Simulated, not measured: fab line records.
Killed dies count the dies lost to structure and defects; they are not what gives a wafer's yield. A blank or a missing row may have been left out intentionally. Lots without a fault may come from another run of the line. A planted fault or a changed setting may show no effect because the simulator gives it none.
Split-lot experiment || flow n5-finfet || on a route of 1938 steps: 7 lots, 21 wafers read

ON THE SPLIT
At N5_BEOL_M0_SAQP_PECVD_04 (deposits a-Si from SiH4/He, target thk 60 nm, time 60.2 s), the setting time-s was moved away from the recipe's 60.2 s on 7 of the 21 wafers read, by -7.3% to +12.6%. For the rest of the wafers, this setting stayed at what the recipe calls for.

The reading comes from the split's own step.

THE READING
a-Si_of_BEOL_M0_SAQP_PECVD_04.thk-nm (the simulator's own value, which no gauge read), in nm, at N5_BEOL_M0_SAQP_PECVD_04 (deposits a-Si from SiH4/He, target thk 60 nm, time 60.2 s). No usual value for it is given in the file. Average 60.0 nm, standard deviation 0.7 nm, over the 14 wafers here run with the recipe.

{"wafer": "L085.1", "tool, chamber at the split": "pecvd-02, 0", "time-s as run, s": 60.2, "against the recipe": "recipe", "a-Si_of_BEOL_M0_SAQP_PECVD_04.thk-nm, nm": 60, "against lot-mates on the recipe": "-"}
{"wafer": "L085.2", "tool, chamber at the split": "pecvd-02, 2", "time-s as run, s": 60.2, "against the recipe": "recipe", "a-Si_of_BEOL_M0_SAQP_PECVD_04.thk-nm, nm": 60.8, "against lot-mates on the recipe": "-"}
{"wafer": "L085.3", "tool, chamber at the split": "pecvd-02, 1", "time-s as run, s": 60.2, "against the recipe": "recipe", "a-Si_of_BEOL_M0_SAQP_PECVD_04.thk-nm, nm": 60.2, "against lot-mates on the recipe": "-"}
{"wafer": "L084.3", "tool, chamber at the split": "pecvd-03, 2", "time-s as run, s": 60.2, "against the recipe": "recipe", "a-Si_of_BEOL_M0_SAQP_PECVD_04.thk-nm, nm": 58.8, "against lot-mates on the recipe": "-"}
{"wafer": "L084.4", "tool, chamber at the split": "pecvd-03, 2", "time-s as run, s": 55.82, "against the recipe": "-7.3%", "a-Si_of_BEOL_M0_SAQP_PECVD_04.thk-nm, nm": 56, "against lot-mates on the recipe": -2.8}
{"wafer": "L084.5", "tool, chamber at the split": "pecvd-03, 0", "time-s as run, s": 55.82, "against the recipe": "-7.3%", "a-Si_of_BEOL_M0_SAQP_PECVD_04.thk-nm, nm": 55.8, "against lot-mates on the recipe": -3.0}
{"wafer": "L086.3", "tool, chamber at the split": "pecvd-03, 2", "time-s as run, s": 60.2, "against the recipe": "recipe", "a-Si_of_BEOL_M0_SAQP_PECVD_04.thk-nm, nm": 59, "against lot-mates on the recipe": "-"}
{"wafer": "L086.4", "tool, chamber at the split": "pecvd-03, 2", "time-s as run, s": 60.2, "against the recipe": "recipe", "a-Si_of_BEOL_M0_SAQP_PECVD_04.thk-nm, nm": 60.4, "against lot-mates on the recipe": "-"}
{"wafer": "L086.5", "tool, chamber at the split": "pecvd-03, 1", "time-s as run, s": 60.2, "against the recipe": "recipe", "a-Si_of_BEOL_M0_SAQP_PECVD_04.thk-nm, nm": 60.2, "against lot-mates on the recipe": "-"}
{"wafer": "L089.1", "tool, chamber at the split": "pecvd-03, 2", "time-s as run, s": 60.2, "against the recipe": "recipe", "a-Si_of_BEOL_M0_SAQP_PECVD_04.thk-nm, nm": 60.2, "against lot-mates on the recipe": "-"}
{"wafer": "L089.5", "tool, chamber at the split": "pecvd-03, 1,0", "time-s as run, s": 60.2, "against the recipe": "recipe", "a-Si_of_BEOL_M0_SAQP_PECVD_04.thk-nm, nm": 60.6, "against lot-mates on the recipe": "-"}
{"wafer": "L089.6", "tool, chamber at the split": "pecvd-03, 1,0", "time-s as run, s": 60.2, "against the recipe": "recipe", "a-Si_of_BEOL_M0_SAQP_PECVD_04.thk-nm, nm": 60.6, "against lot-mates on the recipe": "-"}
{"wafer": "L090.2", "tool, chamber at the split": "pecvd-04, 0", "time-s as run, s": 60.2, "against the recipe": "recipe", "a-Si_of_BEOL_M0_SAQP_PECVD_04.thk-nm, nm": 59.8, "against lot-mates on the recipe": "-"}
{"wafer": "L090.4", "tool, chamber at the split": "pecvd-04, 2", "time-s as run, s": 67.66, "against the recipe": "+12.4%", "a-Si_of_BEOL_M0_SAQP_PECVD_04.thk-nm, nm": 67.4, "against lot-mates on the recipe": "+7.6"}
{"wafer": "L090.5", "tool, chamber at the split": "pecvd-04, 1", "time-s as run, s": 67.66, "against the recipe": "+12.4%", "a-Si_of_BEOL_M0_SAQP_PECVD_04.thk-nm, nm": 67.6, "against lot-mates on the recipe": "+7.8"}
{"wafer": "L096.1", "tool, chamber at the split": "pecvd-04, 2", "time-s as run, s": 60.2, "against the recipe": "recipe", "a-Si_of_BEOL_M0_SAQP_PECVD_04.thk-nm, nm": 59.4, "against lot-mates on the recipe": "-"}
{"wafer": "L096.2", "tool, chamber at the split": "pecvd-04, 1", "time-s as run, s": 60.2, "against the recipe": "recipe", "a-Si_of_BEOL_M0_SAQP_PECVD_04.thk-nm, nm": 61, "against lot-mates on the recipe": "-"}
{"wafer": "L096.6", "tool, chamber at the split": "pecvd-04, 0", "time-s as run, s": 67.78, "against the recipe": "+12.6%", "a-Si_of_BEOL_M0_SAQP_PECVD_04.thk-nm, nm": 69.2, "against lot-mates on the recipe": "+9.0"}
{"wafer": "L097.2", "tool, chamber at the split": "pecvd-04, 1", "time-s as run, s": 60.2, "against the recipe": "recipe", "a-Si_of_BEOL_M0_SAQP_PECVD_04.thk-nm, nm": 58.8, "against lot-mates on the recipe": "-"}
{"wafer": "L097.4", "tool, chamber at the split": "pecvd-04, 2", "time-s as run, s": 65.63, "against the recipe": "+9.0%", "a-Si_of_BEOL_M0_SAQP_PECVD_04.thk-nm, nm": 63.8, "against lot-mates on the recipe": "+5.0"}
{"wafer": "L097.5", "tool, chamber at the split": "pecvd-04, 0", "time-s as run, s": 65.63, "against the recipe": "+9.0%", "a-Si_of_BEOL_M0_SAQP_PECVD_04.thk-nm, nm": 66.2, "against lot-mates on the recipe": "+7.4"}
If several chambers appear in one row, that row covers several wafers at once and the file leaves open which wafer was in which chamber.

THE FIT
A straight line over all 21 wafers: a-Si_of_BEOL_M0_SAQP_PECVD_04.thk-nm changes by +0.613 nm for each +1% of time-s; r = +0.97; the points scatter about the line by 0.82 nm.
The same after taking each lot's own level away (the mean of its wafers on the recipe; 21 wafers): +0.608 nm for each +1%; r = +0.98; scatter 0.78 nm.
The reading moves by 7.7 nm for the largest change in time-s, on that fit.
From 58.80 to 60.47 nm: that is the span of the lots' own levels, equal to 2.4 times the standard deviation above.
The two slopes are in agreement: the lot-to-lot level therefore moves the slope only a little.
Check: with one of the wafers moved furthest among these (+12.6%) left out of the fit, the line predicts +7.65 nm for it against its lot-mates. It came out at +9 nm against them.

THESE WAFERS: OTHER SPLITS
Other splits were also applied to these wafers ahead of the reading. Each is held against what the fit with the lots' levels taken away leaves over:
{"other split on the same wafers": "N5_GATE_CUT_EXPOSE_10 dose-mj", "wafers away from the commonest value": 5, "r with a-Si_of_BEOL_M0_SAQP_PECVD_04.thk-nm (lot level and that fit taken away)": "+0.11"}
{"other split on the same wafers": "N5_GATE_CUT_ETCH_36 cf4-flow-sccm", "wafers away from the commonest value": 7, "r with a-Si_of_BEOL_M0_SAQP_PECVD_04.thk-nm (lot level and that fit taken away)": "+0.08"}
{"other split on the same wafers": "N5_MOL_CONTACT_COAG_EXPOSE_81 dose-mj", "wafers away from the commonest value": 8, "r with a-Si_of_BEOL_M0_SAQP_PECVD_04.thk-nm (lot level and that fit taken away)": "+0.42"}
{"other split on the same wafers": "N5_MOL_CONTACT_COAG_COAT_64 spin-rpm", "wafers away from the commonest value": 9, "r with a-Si_of_BEOL_M0_SAQP_PECVD_04.thk-nm (lot level and that fit taken away)": "+0.19"}
{"other split on the same wafers": "N5_MOL_CONTACT_COAG_EXPOSE_37 dose-mj", "wafers away from the commonest value": 9, "r with a-Si_of_BEOL_M0_SAQP_PECVD_04.thk-nm (lot level and that fit taken away)": "+0.61"}

THE WHOLE CHAIN: every reading that the file lists as answering this split, in the file's order
{"step": "N5_BEOL_M0_SAQP_PECVD_04", "what it does": "deposits a-Si from SiH4/He, target thk 60 nm, time 60.2 s", "reading": "a-Si_of_BEOL_M0_SAQP_PECVD_04.thk-nm (the simulator's own value, which no gauge read)", "change (the file's fit)": "+0.64 nm for each +1% of the setting", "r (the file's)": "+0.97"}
{"step": "N5_BEOL_M0_SAQP_THK_MEAS_05", "what it does": "", "reading": "thk-nm", "change (the file's fit)": "withheld for each +1% of the setting", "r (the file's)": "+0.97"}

FILE'S OWN FIT
a-Si_of_BEOL_M0_SAQP_PECVD_04.thk-nm changes by +0.64 nm for each +1% of time-s, r = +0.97.
